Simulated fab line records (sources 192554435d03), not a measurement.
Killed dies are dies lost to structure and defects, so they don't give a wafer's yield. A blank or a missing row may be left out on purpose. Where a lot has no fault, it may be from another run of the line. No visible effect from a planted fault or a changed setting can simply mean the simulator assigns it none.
Which tool was responsible? :: flow n5_finfet :: 25 wafers from 10 lots sampled at 7 of the route's 1938 steps

== WHAT THE GAUGES SHOWED, per wafer ==
N5_PMOS_HMC_CHANNEL_EPI_THK_MEAS_22. Usual: HMC_CMP_THK gives 54.1 nm (standard deviation 0.81).
lot: L133
measured: day 2 07:25
on: film_metro-02
HMC_CMP_THK (nm): 52.6 55.2
flag: 

lot: L137
measured: day 3 07:41
on: film_metro-02
HMC_CMP_THK (nm): 55.4 52.5 52.5
flag: 

lot: L140
measured: day 4 02:09
on: film_metro-02
HMC_CMP_THK (nm): 55.2 54.7 53.5
flag: 

lot: L141
measured: day 4 07:49
on: film_metro-01
HMC_CMP_THK (nm): 54.9 52.9 52.7
flag: 

lot: L142
measured: day 4 13:20
on: film_metro-01
HMC_CMP_THK (nm): 53.9 53.4 52.4
flag: 

lot: L149
measured: day 6 08:09
on: film_metro-02
HMC_CMP_THK (nm): 54.3 53.6
flag: 

lot: L150
measured: day 6 13:31
on: film_metro-01
HMC_CMP_THK (nm): 54.6 54.1 52.2
flag: 

lot: L151
measured: day 6 19:43
on: film_metro-02
HMC_CMP_THK (nm): 53.5 55.3
flag: 

lot: L152
measured: day 7 01:34
on: film_metro-02
HMC_CMP_THK (nm): 52.2 54.1
flag: 

lot: L153
measured: day 7 07:24
on: film_metro-02
HMC_CMP_THK (nm): 55.0 54.4
flag: 

N5_FIN_SAQP_CD_MEAS_16: target cd 35.6 nm. Usual: 35.4 nm for cd_nm, sd 0.33.
lot: L133
measured: day 2 09:35
on: cd_sem-03
cd_nm (nm): 36.0 35.7
flag: 

lot: L137
measured: day 3 10:28
on: cd_sem-01
cd_nm (nm): 35.5 35.2 35.7
flag: 

lot: L140
measured: day 4 04:00
on: cd_sem-02
cd_nm (nm): 35.7 35.9 35.3
flag: 

lot: L141
measured: day 4 09:53
on: cd_sem-01
cd_nm (nm): 35.8 35.0 35.5
flag: 

lot: L142
measured: day 4 15:16
on: cd_sem-02
cd_nm (nm): 35.7 35.0 35.2
flag: 

lot: L149
measured: day 6 09:56
on: cd_sem-01
cd_nm (nm): 35.4 34.8
flag: 

lot: L150
measured: day 6 15:14
on: cd_sem-02
cd_nm (nm): 35.6 35.2 35.4
flag: 

lot: L151
measured: day 6 21:23
on: cd_sem-03
cd_nm (nm): 35.1 35.6
flag: 

lot: L152
measured: day 7 03:22
on: cd_sem-01
cd_nm (nm): 35.2 35.1
flag: 

lot: L153
measured: day 7 09:16
on: cd_sem-03
cd_nm (nm): 35.9 35.1
flag: 

N5_FIN_SAQP_CD_MEAS_27: target cd 20 nm. Usual: 20.29 nm for cd_nm, sd 0.24.
lot: L133
measured: day 2 12:03
on: cd_sem-03
cd_nm (nm): 20.18 20.57
flag: 

lot: L137
measured: day 3 12:40
on: cd_sem-02
cd_nm (nm): 19.71 20.55 20.68
flag: 

lot: L140
measured: day 4 06:13
on: cd_sem-02
cd_nm (nm): - - -
flag: OFF

lot: L141
measured: day 4 13:56
on: cd_sem-03
cd_nm (nm): - - -
flag: OFF

lot: L142
measured: day 4 19:08
on: cd_sem-02
cd_nm (nm): - - -
flag: OFF

lot: L149
measured: day 6 12:09
on: cd_sem-03
cd_nm (nm): 20.64 20.07
flag: 

lot: L150
measured: day 6 17:20
on: cd_sem-02
cd_nm (nm): 20.15 19.94 20.48
flag: 

lot: L151
measured: day 6 23:54
on: cd_sem-03
cd_nm (nm): 20.42 20.38
flag: 

lot: L152
measured: day 7 05:49
on: cd_sem-01
cd_nm (nm): 20.29 20.19
flag: 

lot: L153
measured: day 7 12:01
on: cd_sem-03
cd_nm (nm): 20.09 19.93
flag: 

N5_BEOL_M4_RC_MEAS_101. Usual: DIBL_N 36.3 mV/V, standard deviation 1.6; DIBL_P 36.2 mV/V, standard deviation 2; IOFF_N 0.160 nA/um, standard deviation 0.028; IOFF_P 0.21 nA/um, standard deviation 0.036; ION_N 677 uA/um, standard deviation 11; ION_P 465 uA/um, standard deviation 6.9; SS_N 71.5 mV/dec, standard deviation 0.55; SS_P 73.3 mV/dec, standard deviation 0.64; VT_N 250 mV, standard deviation 3; VT_P -250 mV, standard deviation 3.5.
lot: L133
measured: day 8 04:13
on: prober-01
DIBL_N (mV/V): 32.7 35.3
DIBL_P (mV/V): 32.0 35.6
IOFF_N (nA/um): 0.112 0.149
IOFF_P (nA/um): 0.15 0.19
ION_N (uA/um): 668 671
ION_P (uA/um): 454 462
SS_N (mV/dec): 70.4 71.5
SS_P (mV/dec): 72.0 72.9
VT_N (mV): 253 249
VT_P (mV): -257 -253
flag: 

lot: L137
measured: day 9 12:29
on: prober-01
DIBL_N (mV/V): 37.1 37.2 36.6
DIBL_P (mV/V): 36.7 35.5 35.7
IOFF_N (nA/um): 0.159 0.166 0.150
IOFF_P (nA/um): 0.21 0.20 0.19
ION_N (uA/um): 679 671 683
ION_P (uA/um): 467 459 461
SS_N (mV/dec): 72.0 72.2 71.2
SS_P (mV/dec): 73.0 72.8 72.2
VT_N (mV): 250 247 249
VT_P (mV): -252 -250 -250
flag: 

lot: L149
measured: day 12 16:46
on: prober-01
DIBL_N (mV/V): 36.1 34.9
DIBL_P (mV/V): 36.7 35.5
IOFF_N (nA/um): 0.142 0.133
IOFF_P (nA/um): 0.19 0.18
ION_N (uA/um): 666 673
ION_P (uA/um): 457 463
SS_N (mV/dec): 71.4 71.2
SS_P (mV/dec): 73.5 72.8
VT_N (mV): 254 252
VT_P (mV): -251 -251
flag: 

lot: L150
measured: day 12 16:40
on: prober-02
DIBL_N (mV/V): 35.7 38.5 37.5
DIBL_P (mV/V): 34.2 38.1 35.7
IOFF_N (nA/um): 0.147 0.206 0.178
IOFF_P (nA/um): 0.22 0.27 0.23
ION_N (uA/um): 666 692 697
ION_P (uA/um): 458 471 476
SS_N (mV/dec): 71.0 72.0 71.6
SS_P (mV/dec): 72.6 74.1 73.1
VT_N (mV): 250 245 249
VT_P (mV): -248 -246 -250
flag: 

lot: L151
measured: day 13 12:14
on: prober-01
DIBL_N (mV/V): 33.4 32.2
DIBL_P (mV/V): 31.5 30.3
IOFF_N (nA/um): 0.118 0.107
IOFF_P (nA/um): 0.16 0.15
ION_N (uA/um): 669 668
ION_P (uA/um): 455 461
SS_N (mV/dec): 71.0 69.9
SS_P (mV/dec): 72.4 72.7
VT_N (mV): 252 255
VT_P (mV): -255 -254
flag: 

lot: L152
measured: day 13 12:34
on: prober-02
DIBL_N (mV/V): 34.3 34.5
DIBL_P (mV/V): 34.8 34.4
IOFF_N (nA/um): 0.135 0.128
IOFF_P (nA/um): 0.20 0.18
ION_N (uA/um): 665 665
ION_P (uA/um): 463 462
SS_N (mV/dec): 71.1 70.9
SS_P (mV/dec): 73.0 73.1
VT_N (mV): 251 253
VT_P (mV): -249 -252
flag: 

lot: L153
measured: day 13 18:03
on: prober-01
DIBL_N (mV/V): 36.7 35.5
DIBL_P (mV/V): 35.4 34.4
IOFF_N (nA/um): 0.172 0.151
IOFF_P (nA/um): 0.21 0.20
ION_N (uA/um): 682 684
ION_P (uA/um): 463 465
SS_N (mV/dec): 71.5 71.0
SS_P (mV/dec): 73.3 73.7
VT_N (mV): 247 246
VT_P (mV): -250 -248
flag: 

== EACH LOT AND THE TOOL THAT RAN IT (in order: tool; ch and the chambers of the sampled wafers; start) ==
lot: L133
N5_FIN_SAQP_PECVD_47: pecvd-04 ch 0,1, day 2 09:04
N5_FIN_SAQP_HM_OPEN_73: rie_diel-02 ch 1,2, day 2 09:53
N5_FIN_SAQP_MANDREL_ETCH_22: rie_si-04 ch 0,1, day 2 09:58

lot: L137
N5_FIN_SAQP_PECVD_47: pecvd-03 ch 0,1, day 3 09:49
N5_FIN_SAQP_HM_OPEN_73: rie_diel-02 ch 0,2,3, day 3 10:46
N5_FIN_SAQP_MANDREL_ETCH_22: rie_si-06 ch 1,2,3, day 3 10:51

lot: L140
N5_FIN_SAQP_PECVD_47: pecvd-02 ch 0,1,2, day 4 03:22
N5_FIN_SAQP_HM_OPEN_73: rie_diel-03 ch 0,1,3, day 4 04:24
N5_FIN_SAQP_MANDREL_ETCH_22: rie_si-02 ch 1,2, day 4 04:28

lot: L141
N5_FIN_SAQP_PECVD_47: pecvd-04 ch 0,1,2, day 4 09:20
N5_FIN_SAQP_HM_OPEN_73: rie_diel-03 ch 1,3, day 4 10:22
N5_FIN_SAQP_MANDREL_ETCH_22: rie_si-02 ch 0,1,2, day 4 10:26

lot: L142
N5_FIN_SAQP_PECVD_47: pecvd-04 ch 0,1, day 4 14:44
N5_FIN_SAQP_HM_OPEN_73: rie_diel-02 ch 1,2, day 4 15:40
N5_FIN_SAQP_MANDREL_ETCH_22: rie_si-06 ch 0,2,3, day 4 15:44

lot: L149
N5_FIN_SAQP_PECVD_47: pecvd-02 ch 1, day 6 09:23
N5_FIN_SAQP_HM_OPEN_73: rie_diel-02 ch 0,2, day 6 10:13
N5_FIN_SAQP_MANDREL_ETCH_22: rie_si-02 ch 0,2, day 6 10:18

lot: L150
N5_FIN_SAQP_PECVD_47: pecvd-02 ch 0,2, day 6 14:41
N5_FIN_SAQP_HM_OPEN_73: rie_diel-03 ch 2,3, day 6 15:31
N5_FIN_SAQP_MANDREL_ETCH_22: rie_si-06 ch 1,3, day 6 15:36

lot: L151
N5_FIN_SAQP_PECVD_47: pecvd-04 ch 0,1, day 6 20:51
N5_FIN_SAQP_HM_OPEN_73: rie_diel-03 ch 0,1, day 6 21:41
N5_FIN_SAQP_MANDREL_ETCH_22: rie_si-02 ch 0,3, day 6 21:46

lot: L152
N5_FIN_SAQP_PECVD_47: pecvd-04 ch 1,2, day 7 02:44
N5_FIN_SAQP_HM_OPEN_73: rie_diel-03 ch 3, day 7 03:40
N5_FIN_SAQP_MANDREL_ETCH_22: rie_si-02 ch 1,3, day 7 03:45

lot: L153
N5_FIN_SAQP_PECVD_47: pecvd-04 ch 0,2, day 7 08:44
N5_FIN_SAQP_HM_OPEN_73: rie_diel-03 ch 0,2, day 7 10:03
N5_FIN_SAQP_MANDREL_ETCH_22: rie_si-02 ch 0,1, day 7 10:09
- N5_FIN_SAQP_PECVD_47: deposits a-Si from SiH4/He, target thk 45 nm, time 36.3 s.
- N5_FIN_SAQP_HM_OPEN_73: chemistry CHF3/O2, target SiO2, stops on a-Si, target depth 12 nm, time 16.8 s.
- N5_FIN_SAQP_MANDREL_ETCH_22: etches a-Si in HBr/Cl2, stops on SiNx, target depth 60 nm, bt time 10 s, time 30 s.

== WHAT THE TOOLS THEMSELVES READ (means of the sampled wafers that have a number; where no wafer has one, the mark that the record gives instead) ==
N5_FIN_SAQP_PECVD_47. Usual: heater_power_w 787 W, standard deviation 83; showerhead_plenum_p_Torr 5.67 Torr, standard deviation 0.045; throttle_valve_pct 18.3 %, standard deviation 0.67.
lot: L133
tool: pecvd-04
heater_power_w (W): 788
showerhead_plenum_p_Torr (Torr): 5.63
throttle_valve_pct (%): 18.2
flag: 

lot: L137
tool: pecvd-03
heater_power_w (W): 914
showerhead_plenum_p_Torr (Torr): 5.66
throttle_valve_pct (%): 18.9
flag: 

lot: L140
tool: pecvd-02
heater_power_w (W): 769
showerhead_plenum_p_Torr (Torr): 5.67
throttle_valve_pct (%): 18.6
flag: 

lot: L141
tool: pecvd-04
heater_power_w (W): 774
showerhead_plenum_p_Torr (Torr): 5.64
throttle_valve_pct (%): 18.2
flag: 

lot: L142
tool: pecvd-04
heater_power_w (W): 813
showerhead_plenum_p_Torr (Torr): 5.63
throttle_valve_pct (%): 17.9
flag: 

lot: L149
tool: pecvd-02
heater_power_w (W): 714
showerhead_plenum_p_Torr (Torr): 5.67
throttle_valve_pct (%): 19.0
flag: 

lot: L150
tool: pecvd-02
heater_power_w (W): 801
showerhead_plenum_p_Torr (Torr): 5.64
throttle_valve_pct (%): 18.6
flag: 

lot: L151
tool: pecvd-04
heater_power_w (W): 742
showerhead_plenum_p_Torr (Torr): 5.62
throttle_valve_pct (%): 18.3
flag: 

lot: L152
tool: pecvd-04
heater_power_w (W): 750
showerhead_plenum_p_Torr (Torr): 5.66
throttle_valve_pct (%): 18.4
flag: 

lot: L153
tool: pecvd-04
heater_power_w (W): 746
showerhead_plenum_p_Torr (Torr): 5.67
throttle_valve_pct (%): 18.2
flag: 

N5_FIN_SAQP_HM_OPEN_73. Usual: CHF3_flow_sccm 50.02 sccm, standard deviation 0.15; O2_flow_sccm 4.999 sccm, standard deviation 0.015; drypump_motor_current_A 5.7 A, standard deviation 0.42; oes_o_777_au 0.82 a.u., standard deviation 0.095; oes_product_au 0.49 a.u., standard deviation 0.056; rf_vpp_V 525 V, standard deviation 12; showerhead_plenum_p_Torr 2.45 Torr, standard deviation 0.075; throttle_valve_pct 18.74 %, standard deviation 0.27.
lot: L133
tool: rie_diel-02
CHF3_flow_sccm (sccm): 49.99
O2_flow_sccm (sccm): 4.990
drypump_motor_current_A (A): 5.7
oes_o_777_au (a.u.): 0.71
oes_product_au (a.u.): 0.42
rf_vpp_V (V): 531
showerhead_plenum_p_Torr (Torr): 2.44
throttle_valve_pct (%): 18.81
flag: 

lot: L137
tool: rie_diel-02
CHF3_flow_sccm (sccm): 49.91
O2_flow_sccm (sccm): 5.000
drypump_motor_current_A (A): 5.6
oes_o_777_au (a.u.): 0.77
oes_product_au (a.u.): 0.46
rf_vpp_V (V): 523
showerhead_plenum_p_Torr (Torr): 2.41
throttle_valve_pct (%): 18.88
flag: 

lot: L140
tool: rie_diel-03
CHF3_flow_sccm (sccm): -
O2_flow_sccm (sccm): -
drypump_motor_current_A (A): -
oes_o_777_au (a.u.): -
oes_product_au (a.u.): -
rf_vpp_V (V): -
showerhead_plenum_p_Torr (Torr): -
throttle_valve_pct (%): -
flag: OFF

lot: L141
tool: rie_diel-03
CHF3_flow_sccm (sccm): -
O2_flow_sccm (sccm): -
drypump_motor_current_A (A): -
oes_o_777_au (a.u.): -
oes_product_au (a.u.): -
rf_vpp_V (V): -
showerhead_plenum_p_Torr (Torr): -
throttle_valve_pct (%): -
flag: OFF

lot: L142
tool: rie_diel-02
CHF3_flow_sccm (sccm): -
O2_flow_sccm (sccm): -
drypump_motor_current_A (A): -
oes_o_777_au (a.u.): -
oes_product_au (a.u.): -
rf_vpp_V (V): -
showerhead_plenum_p_Torr (Torr): -
throttle_valve_pct (%): -
flag: OFF

lot: L149
tool: rie_diel-02
CHF3_flow_sccm (sccm): 49.97
O2_flow_sccm (sccm): 5.001
drypump_motor_current_A (A): 6.0
oes_o_777_au (a.u.): 0.83
oes_product_au (a.u.): 0.49
rf_vpp_V (V): 524
showerhead_plenum_p_Torr (Torr): 2.38
throttle_valve_pct (%): 18.98
flag: 

lot: L150
tool: rie_diel-03
CHF3_flow_sccm (sccm): 49.88
O2_flow_sccm (sccm): 4.991
drypump_motor_current_A (A): 5.6
oes_o_777_au (a.u.): 0.89
oes_product_au (a.u.): 0.53
rf_vpp_V (V): 537
showerhead_plenum_p_Torr (Torr): 2.48
throttle_valve_pct (%): 18.68
flag: 

lot: L151
tool: rie_diel-03
CHF3_flow_sccm (sccm): 50.01
O2_flow_sccm (sccm): 4.978
drypump_motor_current_A (A): 5.9
oes_o_777_au (a.u.): 0.90
oes_product_au (a.u.): 0.53
rf_vpp_V (V): 514
showerhead_plenum_p_Torr (Torr): 2.49
throttle_valve_pct (%): 18.86
flag: 

lot: L152
tool: rie_diel-03
CHF3_flow_sccm (sccm): 50.04
O2_flow_sccm (sccm): 4.971
drypump_motor_current_A (A): 5.6
oes_o_777_au (a.u.): 0.85
oes_product_au (a.u.): 0.52
rf_vpp_V (V): 551
showerhead_plenum_p_Torr (Torr): 2.45
throttle_valve_pct (%): 18.58
flag: 

lot: L153
tool: rie_diel-03
CHF3_flow_sccm (sccm): 50.08
O2_flow_sccm (sccm): 5.008
drypump_motor_current_A (A): 5.8
oes_o_777_au (a.u.): 0.86
oes_product_au (a.u.): 0.52
rf_vpp_V (V): 514
showerhead_plenum_p_Torr (Torr): 2.49
throttle_valve_pct (%): 19.03
flag: 

N5_FIN_SAQP_MANDREL_ETCH_22. Usual: drypump_motor_current_A 5.95 A, standard deviation 0.28; oes_product_au 0.771 a.u., standard deviation 0.014; throttle_valve_pct 35.35 %, standard deviation 0.27.
lot: L133
tool: rie_si-04
drypump_motor_current_A (A): 5.29
oes_product_au (a.u.): 0.771
throttle_valve_pct (%): 34.84
flag: 

lot: L137
tool: rie_si-06
drypump_motor_current_A (A): 5.88
oes_product_au (a.u.): 0.773
throttle_valve_pct (%): 35.49
flag: 

lot: L140
tool: rie_si-02
drypump_motor_current_A (A): 5.88
oes_product_au (a.u.): 0.308
throttle_valve_pct (%): 36.48
flag: OFF

lot: L141
tool: rie_si-02
drypump_motor_current_A (A): 6.04
oes_product_au (a.u.): 0.309
throttle_valve_pct (%): 36.37
flag: OFF

lot: L142
tool: rie_si-06
drypump_motor_current_A (A): 6.13
oes_product_au (a.u.): 0.303
throttle_valve_pct (%): 36.22
flag: OFF

lot: L149
tool: rie_si-02
drypump_motor_current_A (A): 6.02
oes_product_au (a.u.): 0.765
throttle_valve_pct (%): 35.42
flag: 

lot: L150
tool: rie_si-06
drypump_motor_current_A (A): 5.70
oes_product_au (a.u.): 0.754
throttle_valve_pct (%): 35.63
flag: 

lot: L151
tool: rie_si-02
drypump_motor_current_A (A): 5.96
oes_product_au (a.u.): 0.782
throttle_valve_pct (%): 35.36
flag: 

lot: L152
tool: rie_si-02
drypump_motor_current_A (A): 5.90
oes_product_au (a.u.): 0.788
throttle_valve_pct (%): 35.43
flag: 

lot: L153
tool: rie_si-02
drypump_motor_current_A (A): 6.17
oes_product_au (a.u.): 0.788
throttle_valve_pct (%): 35.33
flag: 

== THE ANSWER, worked out from the rows above alone ==
Rule: lot off if the mean of its wafers having a number is beyond 3 standard deviations from the usual mean. A lot without any number at a reading at which 4 lots or more have one is off too. All remaining lots with rows at the step are treated as sound. Order of review: gauges by route order, followed by the tools' own readings, for which a lot's mean as printed above is used. The first step at which some lot is off is used, and at that step the reading that is off furthest; a lot without a number counts as furthest.
Off, at N5_FIN_SAQP_CD_MEAS_27 on cd_nm: L140, L141, L142. Without a number there: L140, L141, L142.
If a tool, at a process step before that reading, ran all the lots that are off and no sound lot after the first of them, it fits. Not tried: the gauges at N5_FIN_SAQP_CD_MEAS_27; whatever is off there is also off at N5_FIN_SAQP_HM_OPEN_73, on other tools, and gauge error can't account for it. No candidate that was tried fits.

== WHAT THE SIMULATOR PUT IN ==
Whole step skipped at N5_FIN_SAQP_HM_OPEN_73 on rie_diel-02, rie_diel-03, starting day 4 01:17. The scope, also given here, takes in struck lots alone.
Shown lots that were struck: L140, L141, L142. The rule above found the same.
